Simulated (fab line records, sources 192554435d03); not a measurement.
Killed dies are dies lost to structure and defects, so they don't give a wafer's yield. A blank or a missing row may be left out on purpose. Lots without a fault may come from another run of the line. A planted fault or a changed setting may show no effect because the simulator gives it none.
fab line records | flow n5_finfet
record lots=13 wafers=36 last_day=18
route steps=1938 shown BEOL_M14@1768 BEOL_M15@1785 PASSIVATION@1936
lots that met no fault: from a run of the same line without faults
start_h: hours from the record's first day to the start of the lot's first wafer shown | wait_h: hours since the lot's step before | " the same as in the row above | L1.1+2: a row that stands for several wafers | - no value, or no start given | * or withheld: withheld | < > ~ a bound
route shown NAME@n: a module of which the file shows steps, and the number in the route of the first | usual: mean/standard deviation of fault-free wafers | same: alike in all rows | chamber/n: place in a boat | sites: the reading at each site | _std_site: their standard deviation | _edge_site: outer sites' mean less inner sites' | radius_mm: how far each site lies from the wafer's centre | mask NAME#n: copy n | behind: the tool/chamber that last shaped the wafer | hold: why the lot was held/for how many hours/how that ended | device: the transistor (n, p or np) that didn't switch | end of line: the same wafers' tests at the end of the route | a step without rows: its recipe alone | killed: dies lost to structure and defects at the first sort, not the wafer's yield | map: a wafer's dies, x killed, . not, _ none there
set.NAME: the setting as run; set.NAME@STEP: as run at that earlier step | model.NAME: the simulator's own value behind a step, which no gauge read
steps of the route over a sample of lots; a table a step, a row a wafer
services: from which hour (start_h, from the record's first day; less than 0 if before it) a tool's chamber was out of use, for how many hours, and why
## steps
# step N5_BEOL_M14_THK_MEAS_50
# recipe thk_meas_gauge=xrf reads=Cu_of_BEOL_M14_ECD_47
# usual M14_THK=559/26
# columns lot.wafer tool chamber start_h wait_h M14_THK[nm]
L321.1 film_metro-02 - 246.51 - 559
L321.4 " - " " 564
L321.6 " - " " 575
L325.1 film_metro-01 - 264.57 - 523
L325.2 " - " " 597
L325.3 " - " " 565
L324.2 film_metro-01 - 272.45 - 566
L324.4 " - " " 594
L324.5 " - " " 555
L326.2 film_metro-01 - 282.52 - 564
L326.5 " - " " 558
L329.3 film_metro-01 - 290.79 - 559
L329.4 " - " " 567
L328.1 film_metro-02 - 307.74 - 572
L328.4 " - " " 565
L328.6 " - " " 574
L330.1 film_metro-01 - 321.86 0.1 552
L330.4 " - " " 593
L330.6 " - " " 554
L337.1 film_metro-02 - 366.74 - 542
L337.5 " - " " 542
L337.6 " - " " 519
L341.1 film_metro-01 - 379.42 - 591
L341.4 " - " " 560
L341.6 " - " " 556
L338.3 film_metro-02 - 389.87 - 534
L338.4 " - " " 543
L339.2 film_metro-01 - 394.09 - 546
L339.4 " - " " 564
L339.6 " - " " 507
L342.1 film_metro-01 - 404.22 - 590
L342.4 " - " " 550
L342.6 " - " " 559
L343.2 film_metro-01 - 415.14 - 567
L343.5 " - " " 514
L343.6 " - " " 535
# step N5_BEOL_M14_RS_MEAS_54
# recipe thk_meas_gauge=four-point-probe reads=Cu_of_BEOL_M14_ECD_47+Ta_of_BEOL_M14_SPUTTER_44+TaN_of_BEOL_M14_SPUTTER_43
# usual M14_RS=0.0336/0.0016
# columns lot.wafer tool chamber start_h wait_h M14_RS[ohm/sq]
L321.1 film_metro-02 - 246.63 0.0 0.0339
L321.4 " - " " 0.0336
L321.6 " - " " 0.0330
L325.1 film_metro-01 - 264.70 0.0 0.0358
L325.2 " - " " 0.0312
L325.3 " - " " 0.0329
L324.2 film_metro-02 - 272.58 0.1 0.0331
L324.4 " - " " 0.0314
L324.5 " - " " 0.0336
L326.2 film_metro-02 - 282.65 0.1 0.0333
L326.5 " - " " 0.0337
L329.3 film_metro-01 - 290.92 0.1 0.0334
L329.4 " - " " 0.0329
L328.1 film_metro-01 - 307.87 0.0 0.0330
L328.4 " - " " 0.0335
L328.6 " - " " 0.0329
L330.1 film_metro-02 - 321.99 0.0 0.0336
L330.4 " - " " 0.0312
L330.6 " - " " 0.0336
L337.1 film_metro-01 - 366.87 0.0 0.0345
L337.5 " - " " 0.0347
L337.6 " - " " 0.0360
L341.1 film_metro-02 - 379.55 0.0 0.0314
L341.4 " - " " 0.0334
L341.6 " - " " 0.0335
L338.3 film_metro-02 - 390.03 0.1 0.0354
L338.4 " - " " 0.0346
L339.2 film_metro-01 - 394.21 0.1 0.0342
L339.4 " - " " 0.0331
L339.6 " - " " 0.0369
L342.1 film_metro-02 - 404.38 0.1 0.0313
L342.4 " - " " 0.0336
L342.6 " - " " 0.0331
L343.2 film_metro-01 - 415.27 0.1 0.0329
L343.5 " - " " 0.0366
L343.6 " - " " 0.0347
# step N5_BEOL_M15_INSPECT_12
# recipe mode=adi inspect_instrument=macro
# usual raw_defect_count=2.4/1.5
# columns lot.wafer tool chamber start_h wait_h raw_defect_count
L321.1 defect_inspect-02 - 247.58 0.0 5
L321.4 " - " " 5
L321.6 " - " " 1
L325.1 defect_inspect-01 - 265.50 0.0 3
L325.2 " - " " 2
L325.3 " - " " 2
L324.2 defect_inspect-02 - 273.25 0.0 1
L324.4 " - " " 4
L324.5 " - " " 4
L326.2 defect_inspect-01 - 283.49 0.0 3
L326.5 " - " " 2
L329.3 defect_inspect-01 - 291.59 0.0 1
L329.4 " - " " 1
L328.1 defect_inspect-01 - 308.67 0.0 1
L328.4 " - " " 0
L328.6 " - " " 1
L330.1 defect_inspect-01 - 322.66 0.0 1
L330.4 " - " " 2
L330.6 " - " " 2
L337.1 defect_inspect-01 - 367.67 0.0 2
L337.5 " - " " 3
L337.6 " - " " 3
L341.1 defect_inspect-01 - 380.34 0.0 2
L341.4 " - " " 6
L341.6 " - " " 1
L338.3 defect_inspect-02 - 390.80 0.0 1
L338.4 " - " " 0
L339.2 defect_inspect-02 - 394.88 0.0 2
L339.4 " - " " 4
L339.6 " - " " 3
L342.1 defect_inspect-02 - 405.18 0.0 5
L342.4 " - " " 2
L342.6 " - " " 2
L343.2 defect_inspect-01 - 416.06 0.0 0
L343.5 " - " " 1
L343.6 " - " " 6
# step N5_BEOL_M15_PEB_26
# recipe peb_temp_c=130 peb_time_s=90
# usual heater_power_total_W=172.5/0.79 plate_temp_C=129.97/0.13
# columns lot.wafer tool chamber start_h wait_h heater_power_total_W plate_temp_C
L321.1 litho_track-01 0 248.91 0.1 170.9 129.93
L321.4 " 0 " " 173.0 129.79
L321.6 " 0 " " 172.2 129.89
L325.1 litho_track-03 0 267.00 0.1 172.3 130.04
L325.2 " 0 " " 172.8 129.75
L325.3 " 0 " " 173.8 129.96
L324.2 litho_track-03 0 274.67 0.0 172.1 129.91
L324.4 " 0 " " 172.9 130.12
L324.5 " 0 " " 172.3 130.03
L326.2 litho_track-03 0 284.88 0.0 171.9 129.86
L326.5 " 0 " " 173.2 129.65
L329.3 litho_track-03 0 293.22 0.0 172.8 130.07
L329.4 " 0 " " 173.8 130.04
L328.1 litho_track-03 0 310.08 0.1 168.8 127.13
L328.4 " 0 " " 166.6 127.20
L328.6 " 0 " " 167.9 127.33
L330.1 litho_track-03 0 324.11 0.1 167.3 127.39
L330.4 " 0 " " 166.5 127.32
L330.6 " 0 " " 168.6 127.24
L337.1 litho_track-04 0 369.42 0.1 172.9 130.03
L337.5 " 0 " " 172.3 129.94
L337.6 " 0 " " 172.9 129.97
L341.1 litho_track-01 0 381.76 0.1 172.2 130.04
L341.4 " 0 " " 171.8 129.99
L341.6 " 0 " " 173.9 130.19
L338.3 litho_track-01 0 392.09 0.0 172.0 129.90
L338.4 " 0 " " 172.8 129.88
L339.2 litho_track-04 0 396.30 0.0 172.9 129.88
L339.4 " 0 " " 171.2 130.06
L339.6 " 0 " " 170.8 129.97
L342.1 litho_track-01 0 406.49 0.1 171.3 129.81
L342.4 " 0 " " 172.7 130.10
L342.6 " 0 " " 172.9 129.94
L343.2 litho_track-04 0 417.35 0.0 172.2 129.99
L343.5 " 0 " " 171.1 130.03
L343.6 " 0 " " 172.3 130.04
# step N5_BEOL_M15_CD_MEAS_28
# recipe target_cd_nm=407.6 landing_energy_ev=500 detector=se_inlens
# usual cd_nm=406.3/2.1
# columns lot.wafer tool chamber start_h wait_h cd_nm
L321.1 cd_sem-01 0 249.03 - 406.6
L321.4 " 0 " " 406.0
L321.6 " 0 " " 405.4
L325.1 cd_sem-01 0 267.11 - 402.6
L325.2 " 0 " " 404.9
L325.3 " 0 " " 404.3
L324.2 cd_sem-01 0 274.78 - 405.6
L324.4 " 0 " " 405.6
L324.5 " 0 " " 403.9
L326.2 cd_sem-02 0 285.00 - 405.8
L326.5 " 0 " " 407.5
L329.3 cd_sem-02 0 293.33 - 404.1
L329.4 " 0 " " 402.7
L328.1 cd_sem-01 0 310.20 - 393.8
L328.4 " 0 " " 395.1
L328.6 " 0 " " 392.5
L330.1 cd_sem-01 0 324.22 - 394.9
L330.4 " 0 " " 394.2
L330.6 " 0 " " 395.4
L337.1 cd_sem-03 0 369.53 - 408.5
L337.5 " 0 " " 405.8
L337.6 " 0 " " 407.4
L341.1 cd_sem-03 0 381.88 - 405.5
L341.4 " 0 " " 407.0
L341.6 " 0 " " 408.5
L338.3 cd_sem-01 0 392.21 - 407.6
L338.4 " 0 " " 405.9
L339.2 cd_sem-03 0 396.42 - 407.0
L339.4 " 0 " " 411.6
L339.6 " 0 " " 407.2
L342.1 cd_sem-01 0 406.61 - 406.3
L342.4 " 0 " " 406.9
L342.6 " 0 " " 410.0
L343.2 cd_sem-01 0 417.47 - 405.1
L343.5 " 0 " " 405.9
L343.6 " 0 " " 413.7
# step N5_PASSIVATION_PROBE_49
# usual defect_limited_yield=90.9/1.6 killed_at_M0_to_M3=34/10 killed_at_M4_up=13/5.4 killed_at_contacts=13/6 killed_at_front_end=42/13 killed_at_other=4/3.2 killed_dies=107/18 killed_open=69/14 killed_short=35/7.7 sort_bin_4_leakage=0.02/0.17 sort_bin_5_function=5.3/1 sort_bin_6_memory=3.3/0.75 sort_bin_8_speed=0.00/0.015 sort_n_pass=1073/19 sort_yield_pct=90.9/1.6
# same gross_dies=1180 killed_at_back_side=0
# columns lot.wafer tool chamber start_h wait_h defect_limited_yield[%] killed_at_M0_to_M3 killed_at_M4_up killed_at_contacts killed_at_front_end killed_at_other killed_dies killed_open killed_short sort_bin_4_leakage[%] sort_bin_5_function[%] sort_bin_6_memory[%] sort_bin_8_speed[%] sort_n_pass sort_yield_pct[%]
L321.1 prober-02 - 266.84 0.0 90.1 37 10 22 48 0 117 70 42 0 5.6 3.3 0 1063 90.1
L321.4 prober-02 - 266.99 0.2 89.5 28 11 26 55 4 124 79 43 0 5.3 4.8 0 1056 89.5
L321.6 prober-02 - 267.09 0.3 91.6 17 9 18 54 1 99 66 24 0 4.7 3.1 0 1081 91.6
L325.1 prober-01 - 289.50 0.0 91.5 36 16 9 34 5 100 73 27 0 5.3 2.9 0 1080 91.5
L325.2 prober-01 - 289.55 0.1 91.9 35 7 18 33 3 96 57 38 0 4.2 3.4 0 1084 91.9
L325.3 prober-01 - 289.60 0.1 91.1 42 14 12 28 9 105 67 35 0 5.8 3.0 0 1075 91.1
L324.2 prober-02 - 294.51 0.1 91.6 27 11 18 40 3 99 58 31 0 4.7 2.6 0 1081 91.6
L324.4 prober-02 - 294.61 0.2 90.8 46 3 3 56 1 109 69 34 0 5.8 3.2 0 1071 90.8
L324.5 prober-02 - 294.66 0.2 91.2 22 7 15 59 1 104 72 29 0 5.0 3.5 0 1076 91.2
L326.2 prober-01 - 304.92 0.1 93.0 25 7 22 26 3 83 59 24 0 4.4 2.6 0 1097 93.0
L326.5 prober-01 - 305.07 0.2 94.0 27 6 10 25 3 71 50 20 0 3.7 2.2 0 1109 94.0
L329.3 prober-02 - 312.71 0.1 93.1 25 19 5 25 7 81 44 35 0 4.0 2.4 0 1099 93.1
L329.4 prober-02 - 312.76 0.2 94.0 26 15 2 24 4 71 40 30 0 3.7 2.1 0 1109 94.0
L328.1 prober-02 - 327.01 0.0 91.3 28 14 18 31 12 103 74 27 0.93 5.6 3.0 0 1066 90.3
L328.4 prober-02 - 327.16 0.2 86.4 64 23 19 50 5 161 92 55 0 7.1 4.8 0 1019 86.4
L328.6 prober-02 - 327.26 0.3 91.0 37 16 15 34 4 106 67 38 0 5.7 3.2 0 1074 91.0
L330.1 prober-01 - 342.57 0.0 89.4 22 17 18 61 7 125 79 42 0 6.2 3.9 0 1055 89.4
L330.4 prober-01 - 342.72 0.2 90.6 35 11 21 43 1 111 77 34 0 5.9 3.1 0 1069 90.6
L330.6 prober-01 - 342.82 0.3 91.1 36 6 18 43 2 105 64 40 0 5.8 2.5 0 1075 91.1
L337.1 prober-01 - 388.60 0.0 90.3 35 16 17 45 2 115 70 39 0.08 5.4 3.8 0 1064 90.2
L337.5 prober-01 - 388.80 0.2 89.1 62 14 17 27 9 129 88 40 0 6.3 4.4 0 1051 89.1
L337.6 prober-01 - 388.85 0.3 90.0 62 10 7 36 3 118 72 42 0 6.4 3.1 0 1062 90.0
L341.1 prober-02 - 400.77 0.0 90.8 26 20 13 46 3 108 70 33 0 5.8 2.9 0 1072 90.8
L341.4 prober-02 - 400.92 0.2 93.1 20 16 13 31 1 81 56 25 0 4.2 2.4 0 1099 93.1
L341.6 prober-02 - 401.02 0.3 92.7 29 13 9 33 2 86 44 38 0 3.9 2.7 0 1094 92.7
L338.3 prober-02 - 407.88 0.1 88.7 40 21 17 54 1 133 99 30 0 6.7 4.2 0.08 1047 88.7
L338.4 prober-02 - 407.93 0.2 91.8 25 15 11 45 1 97 56 40 0 4.9 3.1 0 1083 91.8
L339.2 prober-02 - 420.85 0.1 90.6 33 16 6 55 1 111 73 36 0 5.4 3.6 0 1069 90.6
L339.4 prober-02 - 420.95 0.2 90.4 41 6 26 31 9 113 70 41 0 4.9 4.2 0 1067 90.4
L339.6 prober-02 - 421.05 0.3 92.9 17 12 13 39 3 84 52 30 0 3.8 3.2 0 1096 92.9
L342.1 prober-01 - 424.68 0.0 89.8 55 17 8 38 2 120 87 27 0 5.2 4.2 0 1060 89.8
L342.4 prober-01 - 424.83 0.2 88.6 43 21 13 56 2 135 78 53 0 6.9 3.6 0 1045 88.6
L342.6 prober-01 - 424.93 0.3 88.7 54 15 18 42 4 133 86 38 0 6.9 3.6 0 1047 88.7
L343.2 prober-02 - 432.52 0.1 89.7 24 17 8 65 7 121 72 43 0 5.8 4.3 0 1059 89.7
L343.5 prober-02 - 432.67 0.2 89.4 19 14 27 59 6 125 81 38 0 6.2 4.2 0 1055 89.4
L343.6 prober-02 - 432.72 0.3 89.1 33 17 21 48 10 129 86 36 0 5.5 5.1 0 1051 89.1
# killed by level:class
L321.1 MOL_CONTACT_COAG:geometric_particle:open=14 STI_FIN_REVEAL:geometric_particle:open=12 BEOL_M0_SAQP:geometric_particle:open=11 BEOL_M0_SAQP:geometric_particle:short=10 MOL_CONTACT_COAG:geometric_particle:short=8 FIN_SAQP:geometric_particle:open=7 FIN_SAQP:geometric_particle:short=6 GATE_CUT:geometric_particle:open=6
L321.4 MOL_CONTACT_COAG:geometric_particle:open=24 FIN_SAQP:geometric_particle:short=19 STI_FIN_REVEAL:geometric_particle:open=18 BEOL_M0_SAQP:geometric_particle:open=13 BEOL_M0_SAQP:geometric_particle:short=8 GATE_CUT:geometric_particle:short=5 BEOL_M6:geometric_particle:open=4 FIN_SAQP:geometric_particle:open=3
L321.6 FIN_SAQP:geometric_particle:open=17 MOL_CONTACT_COAG:geometric_particle:open=16 STI_FIN_REVEAL:geometric_particle:open=13 BEOL_M4:geometric_particle:open=5 FIN_SAQP:geometric_particle:short=4 GATE_CUT:geometric_particle:short=4 BEOL_M0_SAQP:geometric_particle:open=4 BEOL_M0_SAQP:geometric_particle:short=4
L325.1 BEOL_M2:geometric_particle:open=14 FIN_SAQP:geometric_particle:open=8 BEOL_M3:geometric_particle:open=8 MOL_CONTACT_COAG:geometric_particle:open=7 BEOL_M0_SAQP:geometric_particle:open=6 BEOL_M5:geometric_particle:open=6 FIN_SAQP:geometric_particle:short=5 BEOL_M0_SAQP:geometric_particle:short=5
L325.2 MOL_CONTACT_COAG:geometric_particle:open=16 BEOL_M0_SAQP:geometric_particle:short=15 BEOL_M0_SAQP:geometric_particle:open=10 FIN_SAQP:geometric_particle:short=6 DUMMY_GATE:geometric_particle:open=6 ILD0:geometric_particle:short=5 ILD0:geometric_particle:open=4 GATE_CUT:geometric_particle:short=3
L325.3 MOL_CONTACT_COAG:geometric_particle:open=9 BEOL_M0_SAQP:geometric_particle:short=9 BEOL_M0_SAQP:geometric_particle:open=9 BEOL_M2:geometric_particle:open=7 BEOL_M3:geometric_particle:open=6 FIN_SAQP:geometric_particle:short=5 BEOL_M1:geometric_particle:open=5 DUMMY_GATE:geometric_particle:short=4
L324.2 MOL_CONTACT_COAG:geometric_particle:open=14 BEOL_M2:geometric_particle:open=11 HKMG_FIN:area_etch=8 STI_FIN_REVEAL:geometric_particle:open=7 BEOL_M0_SAQP:geometric_particle:short=5 BEOL_M5:geometric_particle:open=5 FIN_SAQP:geometric_particle:open=4 STI_FIN_REVEAL:geometric_particle:short=4
L324.4 FIN_SAQP:geometric_particle:open=18 STI_FIN_REVEAL:geometric_particle:open=13 BEOL_M2:geometric_particle:open=10 FIN_SAQP:geometric_particle:short=7 BEOL_M1:geometric_particle:open=7 BEOL_M2:geometric_particle:short=6 BEOL_M0_SAQP:geometric_particle:short=5 STARTING-WAFER:geometric_particle:short=5
L324.5 FIN_SAQP:geometric_particle:open=25 FIN_SAQP:geometric_particle:short=11 MOL_CONTACT_COAG:geometric_particle:open=11 BEOL_M2:geometric_particle:open=10 STI_FIN_REVEAL:geometric_particle:open=6 GATE_CUT:geometric_particle:short=4 BEOL_M1:geometric_particle:open=4 GATE_CUT:geometric_particle:open=3
L326.2 MOL_CONTACT_COAG:geometric_particle:open=18 STI_FIN_REVEAL:geometric_particle:open=9 BEOL_M0:geometric_particle:open=6 GATE_CUT:geometric_particle:short=5 BEOL_M0_SAQP:geometric_particle:short=5 MOL_CONTACT_COAG:geometric_particle:short=4 BEOL_M1:geometric_particle:open=4 BEOL_M3:geometric_particle:open=4
L326.5 MOL_CONTACT_COAG:geometric_particle:open=8 STI_FIN_REVEAL:geometric_particle:open=7 BEOL_M2:geometric_particle:open=6 GATE_CUT:geometric_particle:short=4 BEOL_M0_SAQP:geometric_particle:open=4 BEOL_M0_SAQP:geometric_particle:short=4 BEOL_M1:geometric_particle:open=4 BEOL_M3:geometric_particle:open=4
L329.3 BEOL_M0_SAQP:geometric_particle:open=6 BEOL_M0_SAQP:geometric_particle:short=6 BEOL_M2:geometric_particle:open=5 BEOL_M4:geometric_particle:open=5 ILD0:geometric_particle:open=4 BEOL_M4:geometric_particle:short=4 FIN_SAQP:geometric_particle:short=3 DUMMY_GATE:geometric_particle:open=3
L329.4 BEOL_M0_SAQP:geometric_particle:open=7 FIN_SAQP:geometric_particle:short=5 BEOL_M0_SAQP:geometric_particle:short=5 BEOL_M4:geometric_particle:open=5 STARTING-WAFER:geometric_particle:short=5 FIN_SAQP:geometric_particle:open=4 BEOL_M1:geometric_particle:open=4 BEOL_M3:geometric_particle:open=4
L328.1 MOL_CONTACT_COAG:geometric_particle:open=13 STI_FIN_REVEAL:geometric_particle:open=12 BEOL_M4:geometric_particle:open=10 BEOL_M0_SAQP:geometric_particle:open=8 BEOL_M2:geometric_particle:open=6 BEOL_M1:geometric_particle:open=6 FIN_SAQP:geometric_particle:short=5 MOL_CONTACT_COAG:geometric_particle:short=5
L328.4 BEOL_M0_SAQP:geometric_particle:short=22 BEOL_M0_SAQP:geometric_particle:open=16 FIN_SAQP:geometric_particle:open=15 BEOL_M4:geometric_particle:open=14 HKMG_FIN:area_etch=13 MOL_CONTACT_COAG:geometric_particle:open=12 BEOL_M2:geometric_particle:open=11 MOL_CONTACT_COAG:geometric_particle:short=7
L328.6 MOL_CONTACT_COAG:geometric_particle:open=10 BEOL_M4:geometric_particle:open=10 FIN_SAQP:geometric_particle:open=9 BEOL_M3:geometric_particle:open=8 BEOL_M0_SAQP:geometric_particle:short=8 FIN_SAQP:geometric_particle:short=6 STI_FIN_REVEAL:geometric_particle:open=6 BEOL_M0_SAQP:geometric_particle:open=6
L330.1 STI_FIN_REVEAL:geometric_particle:open=16 FIN_SAQP:geometric_particle:open=14 MOL_CONTACT_COAG:geometric_particle:open=14 FIN_SAQP:geometric_particle:short=11 BEOL_M0_SAQP:geometric_particle:short=5 GATE_CUT:geometric_particle:open=5 BEOL_M2:geometric_particle:open=5 GATE_CUT:geometric_particle:short=4
L330.4 MOL_CONTACT_COAG:geometric_particle:open=17 STI_FIN_REVEAL:geometric_particle:open=10 BEOL_M2:geometric_particle:open=8 DUMMY_GATE:geometric_particle:open=7 FIN_SAQP:geometric_particle:open=6 BEOL_M3:geometric_particle:short=6 STARTING-WAFER:geometric_particle:short=6 FIN_SAQP:geometric_particle:short=5
L330.6 MOL_CONTACT_COAG:geometric_particle:open=14 FIN_SAQP:geometric_particle:open=13 FIN_SAQP:geometric_particle:short=9 BEOL_M0_SAQP:geometric_particle:open=9 DUMMY_GATE:geometric_particle:open=8 BEOL_M0_SAQP:geometric_particle:short=7 BEOL_M2:geometric_particle:open=5 BEOL_M2:geometric_particle:short=4
L337.1 MOL_CONTACT_COAG:geometric_particle:open=14 BEOL_M0_SAQP:geometric_particle:short=12 FIN_SAQP:geometric_particle:open=11 BEOL_M4:geometric_particle:open=9 FIN_SAQP:geometric_particle:short=8 DUMMY_GATE:geometric_particle:open=5 STARTING-WAFER:geometric_particle:short=5 BEOL_M1:geometric_particle:open=5
L337.5 BEOL_M0_SAQP:geometric_particle:open=22 BEOL_M0_SAQP:geometric_particle:short=20 MOL_CONTACT_COAG:geometric_particle:open=14 BEOL_M4:geometric_particle:open=11 BEOL_M1:geometric_particle:open=9 STI_FIN_REVEAL:geometric_particle:open=6 BEOL_M2:geometric_particle:open=5 DUMMY_GATE:geometric_particle:open=4
L337.6 BEOL_M0_SAQP:geometric_particle:open=23 BEOL_M0_SAQP:geometric_particle:short=14 FIN_SAQP:geometric_particle:open=8 GATE_CUT:geometric_particle:short=7 MOL_CONTACT_COAG:geometric_particle:open=7 BEOL_M3:geometric_particle:open=7 BEOL_M1:geometric_particle:open=6 BEOL_M4:geometric_particle:open=6
L341.1 STI_FIN_REVEAL:geometric_particle:open=20 MOL_CONTACT_COAG:geometric_particle:open=9 BEOL_M4:geometric_particle:open=8 BEOL_M2:geometric_particle:open=8 STI_FIN_REVEAL:geometric_particle:short=6 FIN_SAQP:geometric_particle:open=4 BEOL_M0_SAQP:geometric_particle:open=4 MOL_CONTACT_COAG:geometric_particle:short=4
L341.4 STI_FIN_REVEAL:geometric_particle:open=13 MOL_CONTACT_COAG:geometric_particle:open=10 BEOL_M4:geometric_particle:open=10 BEOL_M3:geometric_particle:open=5 FIN_SAQP:geometric_particle:short=4 STI_FIN_REVEAL:geometric_particle:short=4 MOL_CONTACT_COAG:geometric_particle:short=3 BEOL_M1:geometric_particle:open=3
L341.6 STI_FIN_REVEAL:geometric_particle:open=11 MOL_CONTACT_COAG:geometric_particle:open=7 BEOL_M0_SAQP:geometric_particle:short=7 STARTING-WAFER:geometric_particle:short=7 BEOL_M1:geometric_particle:short=6 BEOL_M2:geometric_particle:short=5 BEOL_M4:geometric_particle:open=5 BEOL_M2:geometric_particle:open=4
L338.3 STI_FIN_REVEAL:geometric_particle:open=17 BEOL_M0_SAQP:geometric_particle:open=15 MOL_CONTACT_COAG:geometric_particle:open=13 FIN_SAQP:geometric_particle:open=12 BEOL_M0_SAQP:geometric_particle:short=9 BEOL_M7:geometric_particle:open=7 FIN_SAQP:geometric_particle:short=6 BEOL_M3:geometric_particle:open=6
L338.4 MOL_CONTACT_COAG:geometric_particle:open=10 BEOL_M2:geometric_particle:short=8 DUMMY_GATE:geometric_particle:open=7 FIN_SAQP:geometric_particle:short=5 FIN_SAQP:geometric_particle:open=5 STARTING-WAFER:geometric_particle:short=5 STI_FIN_REVEAL:geometric_particle:open=5 BEOL_M0_SAQP:geometric_particle:short=5
L339.2 FIN_SAQP:geometric_particle:short=12 STI_FIN_REVEAL:geometric_particle:open=11 FIN_SAQP:geometric_particle:open=7 BEOL_M1:geometric_particle:open=7 BEOL_M2:geometric_particle:open=7 DUMMY_GATE:geometric_particle:open=6 BEOL_M3:geometric_particle:open=6 MOL_CONTACT_COAG:geometric_particle:open=5
L339.4 MOL_CONTACT_COAG:geometric_particle:open=20 FIN_SAQP:geometric_particle:short=8 STI_FIN_REVEAL:geometric_particle:open=7 BEOL_M0_SAQP:geometric_particle:short=7 BEOL_M2:geometric_particle:open=7 BEOL_M3:geometric_particle:open=7 BEOL_M0_SAQP:geometric_particle:open=6 PAD_METAL:geometric_particle:short=6
L339.6 FIN_SAQP:geometric_particle:open=13 MOL_CONTACT_COAG:geometric_particle:open=10 FIN_SAQP:geometric_particle:short=9 BEOL_M4:geometric_particle:short=7 STI_FIN_REVEAL:geometric_particle:open=4 DUMMY_GATE:geometric_particle:open=4 BEOL_M2:geometric_particle:open=4 MOL_CONTACT_COAG:geometric_particle:short=3
L342.1 BEOL_M2:geometric_particle:open=18 BEOL_M0_SAQP:geometric_particle:open=10 FIN_SAQP:geometric_particle:open=8 BEOL_M4:geometric_particle:open=8 MOL_CONTACT_COAG:geometric_particle:open=7 BEOL_M1:geometric_particle:open=7 STI_FIN_REVEAL:geometric_particle:open=6 BEOL_M0_SAQP:geometric_particle:short=5
L342.4 BEOL_M0_SAQP:geometric_particle:short=13 FIN_SAQP:geometric_particle:open=10 STI_FIN_REVEAL:geometric_particle:open=10 BEOL_M4:geometric_particle:open=10 FIN_SAQP:geometric_particle:short=9 BEOL_M0_SAQP:geometric_particle:open=9 BEOL_M2:geometric_particle:open=9 MOL_CONTACT_COAG:geometric_particle:open=8
L342.6 BEOL_M0_SAQP:geometric_particle:open=15 MOL_CONTACT_COAG:geometric_particle:open=13 BEOL_M0_SAQP:geometric_particle:short=13 BEOL_M4:geometric_particle:open=10 BEOL_M2:geometric_particle:open=9 DUMMY_GATE:geometric_particle:open=7 FIN_SAQP:geometric_particle:open=5 STI_FIN_REVEAL:geometric_particle:open=5
L343.2 FIN_SAQP:geometric_particle:short=18 STI_FIN_REVEAL:geometric_particle:open=16 BEOL_M3:geometric_particle:open=16 BEOL_M4:geometric_particle:open=8 FIN_SAQP:geometric_particle:open=6 STI_FIN_REVEAL:geometric_particle:short=6 MOL_CONTACT_COAG:geometric_particle:open=6 DUMMY_GATE:geometric_particle:open=5
L343.5 MOL_CONTACT_COAG:geometric_particle:open=20 FIN_SAQP:geometric_particle:open=15 STI_FIN_REVEAL:geometric_particle:open=11 BEOL_M4:geometric_particle:open=8 FIN_SAQP:geometric_particle:short=7 MOL_CONTACT_COAG:geometric_particle:short=7 GATE_CUT:geometric_particle:short=5 BEOL_M2:geometric_particle:open=5
L343.6 STI_FIN_REVEAL:geometric_particle:open=15 MOL_CONTACT_COAG:geometric_particle:open=15 FIN_SAQP:geometric_particle:open=11 BEOL_M2:geometric_particle:short=10 BEOL_M3:geometric_particle:open=8 BEOL_M4:geometric_particle:open=8 FIN_SAQP:geometric_particle:short=6 MOL_CONTACT_COAG:geometric_particle:short=5
## services
# columns tool chamber start_h hours kind
litho_track-04 - 321.72 - consumable_replace:filter
## key
first_sign step=N5_BEOL_M15_PEB_26 reading=plate_temp_C direction=down sigmas=20 usual=* struck=*
effect step=N5_BEOL_M15_PEB_26 reading=heater_power_total_W direction=down sigmas=6.2 usual=* struck=*
effect step=N5_BEOL_M15_CD_MEAS_28 reading=cd_nm direction=down sigmas=5.6 usual=406.3 struck=394.4 through=control_loop
met_at N5_BEOL_M15_PEB_26
struck_lots L328,L330
loop_trim step=N5_BEOL_M15_EXPOSE_25 setting=dose lots=L330
baseline_loss step=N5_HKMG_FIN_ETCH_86 wafers=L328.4
not_acting_at N5_BEOL_M14_THK_MEAS_50,N5_BEOL_M14_RS_MEAS_54,N5_BEOL_M15_INSPECT_12
onset_between 293.22 310.08
fault kind=process_parameter_drift tool=litho_track-03 chamber=- onset_h=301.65 steps=N5_BEOL_M15_PEB_26 channel=peb_temp_c offset=* shape=step end_h=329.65 acts_in=* stated=*
# loop_trim: a control loop set the setting to another value than it would have without faults
# baseline_loss: these wafers lose ten dies or more at that step, a loss of the line's own and not of a fault; the sort's usual values leave them out
